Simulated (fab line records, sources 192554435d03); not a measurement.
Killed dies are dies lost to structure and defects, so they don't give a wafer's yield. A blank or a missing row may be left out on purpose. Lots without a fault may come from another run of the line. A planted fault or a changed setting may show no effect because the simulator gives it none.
Chamber matching | flow n5_finfet | N5_DUMMY_GATE_ETCH_31 on rie_diel-02: 4 sister chambers
The step etches SiO2 in C4F6/O2, target depth 82.5 nm, time 27.5 s. 4 wafers are shown with their chamber, then 11 later ones without.

WAFERS WITH THEIR CHAMBER
wafer  | chamber | throttle_valve_pct (%)
L083.5 | 3       | 21.23
L089.3 | 0       | 21.62
L089.4 | 1       | 21.08
L092.4 | 2       | 21.03

WAFERS WITHOUT THEIR CHAMBER
wafer  | throttle_valve_pct (%)
L092.5 | 21.63
L092.6 | 21.10
L093.2 | 21.03
L093.3 | 21.62
L093.5 | 21.03
L095.1 | 21.12
L095.3 | 21.05
L095.5 | 21.64
L097.1 | 21.06
L097.3 | 20.86
L097.5 | 20.85

WHICH CHAMBER EACH WENT THROUGH
wafer  | from the rows above          | in truth
L092.5 | 0                            | 0
L092.6 | can't be placed: 1 or 2 or 3 | 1
L093.2 | can't be placed: 2 or 1      | 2
L093.3 | 0                            | 0
L093.5 | can't be placed: 2 or 1      | 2
L095.1 | can't be placed: 1 or 2 or 3 | 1
L095.3 | can't be placed: 2 or 1      | 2
L095.5 | 0                            | 0
L097.1 | can't be placed: 1 or 2 or 3 | 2
L097.3 | can't be placed: 2 or 1      | 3
L097.5 | can't be placed: 2 or 1      | 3
Placed correctly: 3 of 11. Can't be placed from these rows: 8 (the true chamber is among the candidates in 6). Placed wrongly: 0.
How it was worked out, from the rows above alone: a wafer's distance from a chamber is the root of the sum, over the readings, of the square of ((its reading less the chamber's mean) divided by the reading's scatter). The wafer belongs to the nearest chamber; if the next one is less than 2 further off, it can't be placed. A chamber's mean is the mean of its shown wafers. The scatter: with one shown wafer a chamber, the root of the mean of the squares of how far each hidden wafer lies from its nearest shown one.
